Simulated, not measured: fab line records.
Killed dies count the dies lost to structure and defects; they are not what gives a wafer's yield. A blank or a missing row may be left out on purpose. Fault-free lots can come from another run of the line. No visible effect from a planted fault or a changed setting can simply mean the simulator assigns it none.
fab line records -- flow n5_finfet
record lots=7, wafers=21
route steps=1938 shown BEOL_M14@1753 BEOL_M15@1776 MIM_TOP_ETCH@1851 PASSIVATION@1930
start_h: hours from the record's first day to the start of the lot's first wafer shown -- wait_h: hours elapsed since this lot's preceding step -- " identical to the entry in the row above -- L1.1+2: a single row standing in for several wafers -- - no value present, or no start provided -- * or withheld: withheld -- < > ~ a bound
route shown NAME@n: names a module that has steps shown in the file, with the first one's number in the route -- usual: mean/standard deviation of fault-free wafers -- same: alike in all rows -- chamber/n: place in a boat -- sites: per-site readings -- _std_site: the standard deviation of these -- _edge_site: inner sites' mean taken away from outer sites' mean -- radius_mm: how far each site lies from the wafer's centre -- mask NAME#n: copy n -- behind: tool/chamber where the wafer was last shaped -- hold: why the lot went on hold/how many hours it stayed there/how the hold came to an end -- device: the n, p or np transistor that did not switch -- end of line: tests run on the same wafers once the route is complete -- for a step that has no rows: nothing shown but its recipe -- killed: at the first sort, the dies lost to defects and structure; wafer yield is something else -- map: dies across one wafer; x = killed, . = not, _ = none there
set.NAME: the run value of the setting; set.NAME@STEP: its run value at that earlier step -- model.NAME: the simulator's own value behind a step, which no gauge read
lots run with intentionally changed settings; tables by step, rows by wafer
## steps
# step N5_BEOL_M14_TRENCH_ETCH_34
# recipe chemistry=C4F8/O2/Ar, target=SiO2, target_depth_a=5566.5, mask_material=SOC, he_inner_torr=15, he_outer_torr=30, time_s=126.9, ion_energy_ev=800, pressure_mtorr=20, source_w=1905, bias_w=2040, Ar_flow_sccm=400, C4F8_flow_sccm=16, O2_flow_sccm=12
# usual rf_vpp_V=2195/42
lot.wafer,tool,chamber,start_h,wait_h,set.bias_w,set.peb_temp_c@BEOL_M14_PEB_26,rf_vpp_V,model.BEOL_M14.cd_nm
L077.1,rie_diel-03,2,272.37,0.0,2040,130,2254,282.8
L077.2,rie_diel-03,1,272.37,0.0,2040,130,2112,280
L077.3,rie_diel-03,0,272.37,0.0,2040,130,2154,273.6
L082.2,rie_diel-03,3,295.32,0.0,1928,127.3,2104,268.6
L082.3,rie_diel-03,2,295.32,0.0,2040,130,2251,281.6
L082.6,rie_diel-03,0,295.32,0.0,1928,127.3,2070,262.2
L084.3,rie_diel-04,3,308.09,0.0,2345,130,2378,282
L084.5,rie_diel-04,1,308.09,0.0,2040,133.2,2215,292
L084.6,rie_diel-04,2,308.09,0.0,2345,133.2,2438,297.2
L085.1,rie_diel-03,3,325.84,0.0,2040,130,2189,277.4
L085.5,rie_diel-03,2,325.84,0.0,2040,130,2251,275.6
L085.6,rie_diel-03,3,325.84,0.0,2040,130,2188,281
L087.2,rie_diel-04,3,330.74,0.0,2271,130,2326,277.4
L087.3,rie_diel-04,2,330.74,0.0,2271,128.6,2385,275.6
L087.6,rie_diel-04,1,330.74,0.0,2040,130,2213,281
L089.2,rie_diel-03,1,340.20,0.0,2360,128.3,2335,273.4
L089.5,rie_diel-03,1,340.20,0.0,2040,130,2109,285
L089.6,rie_diel-03,2,340.20,0.0,2040,130,2251,281.2
L093.2,rie_diel-04,2,375.41,0.0,2040,130,2214,281.8
L093.3,rie_diel-04,0,375.41,0.0,2376,131.8,2480,290.8
L093.6,rie_diel-04,1,375.41,0.0,2376,130,2456,279.6
# step N5_BEOL_M15_COAT_04
# recipe spin_rpm=1704, resist_thk_nm=800
lot.wafer,tool,chamber,start_h,wait_h,set.spin_rpm,model.coat_of_BEOL_M15_COAT_04.thk_nm
L077.1,litho_track-04,0,-,-,1704,801.8
L077.2,litho_track-04,0,-,-,1704,804.2
L077.3,litho_track-04,0,-,-,1704,804.6
L082.2,litho_track-04,0,-,-,1556,837.4
L082.3,litho_track-04,0,-,-,1704,800
L082.6,litho_track-04,0,-,-,1704,800.6
L084.3,litho_track-05,0,-,-,1867,762
L084.5,litho_track-05,0,-,-,1704,797
L084.6,litho_track-05,0,-,-,1704,798.6
L085.1,litho_track-05,0,-,-,1704,795
L085.5,litho_track-05,0,-,-,1636,814.8
L085.6,litho_track-05,0,-,-,1636,813.4
L087.2+3,litho_track-05,0,-,-,1704,799
L087.6,litho_track-05,0,-,-,1704,800.8
L089.2,litho_track-05,0,-,-,1851,767.4
L089.5,litho_track-05,0,-,-,1851,767.2
L089.6,litho_track-05,0,-,-,1704,800.8
L093.2,litho_track-04,0,-,-,1704,803
L093.3,litho_track-04,0,-,-,1704,798.8
L093.6,litho_track-04,0,-,-,1758,790.4
# step N5_MIM_TOP_ETCH_ETCH_00
# recipe chemistry=Cl2/BCl3, target=TiN, target_depth_a=385, ion_energy_ev=150, pressure_mtorr=10, icp_w=1000, bias_w=126, Cl2_flow_sccm=53.25, bcl3_flow_sccm=21.75, Ar_flow_sccm=25
lot.wafer,tool,chamber,start_h,wait_h,set.bias_w,model.etch.depth_nm,model.MIM_TOP_ETCH.feature_depth_nm
L077.1,rie_metal-01,0,287.91,0.1,126,39.32,39.4
L077.2,rie_metal-01,1,287.91,0.1,126,39.79,39.8
L077.3,rie_metal-01,1,287.91,0.1,126,39.63,39.6
L082.2,rie_metal-02,1,312.55,0.1,126,38.53,38.6
L082.3,rie_metal-02,0,312.55,0.1,119.2,36.17,36.2
L082.6,rie_metal-02,0,312.55,0.1,119.2,36.09,36
L084.3,rie_metal-02,0,322.87,0.1,144.2,38.4,38.4
L084.5,rie_metal-02,1,322.87,0.1,144.2,39.65,39.6
L084.6,rie_metal-02,0,322.87,0.1,126,36.72,36.8
L085.1,rie_metal-01,1,341.06,0.1,147.1,41.53,41.6
L085.5,rie_metal-01,1,341.06,0.1,147.1,41.42,41.4
L085.6,rie_metal-01,0,341.06,0.1,126,38.53,38.6
L087.2,rie_metal-02,1,341.51,0.1,103.9,35.27,35.2
L087.3,rie_metal-02,1,341.51,0.1,126,37.83,37.8
L087.6,rie_metal-02,0,341.51,0.1,103.9,34.19,34.2
L089.2,rie_metal-03,0,351.95,0.1,145.7,41.41,41.4
L089.5,rie_metal-03,1,351.95,0.1,145.7,40.61,40.6
L089.6,rie_metal-03,0,351.95,0.1,126,39.49,39.4
L093.2,rie_metal-02,0,389.52,0.1,126,36.95,37
L093.3,rie_metal-02,1,389.52,0.1,143.9,39.88,39.8
L093.6,rie_metal-02,0,389.52,0.1,126,36.75,36.8
# step N5_PASSIVATION_ETCH_54
# recipe chemistry=CHF3/O2, target=SiO2, target_depth_a=8800, CHF3_flow_sccm=50, O2_flow_sccm=5, Ar_flow_sccm=200, time_s=440, mask_material=PR, pressure_mtorr=30, source_w=650, bias_w=170, ion_energy_ev=200
lot.wafer,tool,chamber,start_h,wait_h,set.time_s,model.PASSIVATION.feature_depth_nm,model.etch.depth_nm
L077.1,rie_diel-03,0,294.53,0.1,440,871.4,871.4
L077.2,rie_diel-03,3,294.53,0.1,440,906.8,906.7
L077.3,rie_diel-03,2,294.53,0.1,440,881.8,881.9
L082.2,rie_diel-01,3,319.87,0.1,440,867.6,867.5
L082.3,rie_diel-01,1,319.87,0.1,490.4,996,996
L082.6,rie_diel-01,3,319.87,0.1,440,859.4,859.4
L084.3,rie_diel-01,1,330.41,0.1,532.5,1089,1089
L084.5,rie_diel-01,2,330.41,0.1,532.5,1054,1054
L084.6,rie_diel-01,3,330.41,0.1,440,863.8,863.8
L087.2,rie_diel-04,1,350.37,0.1,440,871.8,871.7
L087.3,rie_diel-04,2,350.37,0.1,440,880.6,880.6
L087.6,rie_diel-04,0,350.37,0.1,522.2,1033,1033
L085.1,rie_diel-03,3,350.86,0.1,440,897.4,897.3
L085.5,rie_diel-03,3,350.86,0.1,440,903,902.9
L085.6,rie_diel-03,2,350.86,0.1,440,884.4,884.5
L089.2,rie_diel-04,2,360.38,0.1,440,887.8,887.8
L089.5,rie_diel-04,0,360.38,0.1,440,884.8,884.8
L089.6,rie_diel-04,3,360.38,0.1,440,847.8,847.9
L093.2,rie_diel-03,2,396.57,0.1,474.3,945.4,945.4
L093.3,rie_diel-03,0,396.57,0.1,440,866.6,866.5
L093.6,rie_diel-03,2,396.57,0.1,440,886,885.9
## key
split step=N5_BEOL_M14_TRENCH_ETCH_34, setting=bias_w, stated=2040, by=wafer
response step=N5_BEOL_M14_TRENCH_ETCH_34, reading=rf_vpp_V, change=+13.4, per=1%, r=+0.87
split step=N5_BEOL_M15_COAT_04, setting=spin_rpm, stated=1704, by=wafer
response step=N5_BEOL_M15_COAT_04, reading=model.coat_of_BEOL_M15_COAT_04.thk_nm, change=-3.98, per=1%, r=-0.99
split step=N5_MIM_TOP_ETCH_ETCH_00, setting=bias_w, stated=126, by=wafer
response step=N5_MIM_TOP_ETCH_ETCH_00, reading=model.etch.depth_nm, change=+0.17, per=1%, r=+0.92
response step=N5_MIM_TOP_ETCH_ETCH_00, reading=model.MIM_TOP_ETCH.feature_depth_nm, change=+0.169, per=1%, r=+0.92
split step=N5_PASSIVATION_ETCH_54, setting=time_s, stated=440, by=wafer
response step=N5_PASSIVATION_ETCH_54, reading=model.PASSIVATION.feature_depth_nm, change=+9.52, per=1%, r=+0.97
response step=N5_PASSIVATION_ETCH_54, reading=model.etch.depth_nm, change=+9.52, per=1%, r=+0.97
split outside_this_file step=N5_BEOL_M14_PEB_26 setting=peb_temp_c
# split outside_this_file: this setting was split too, and the file shows its column; the key of that split is in another file
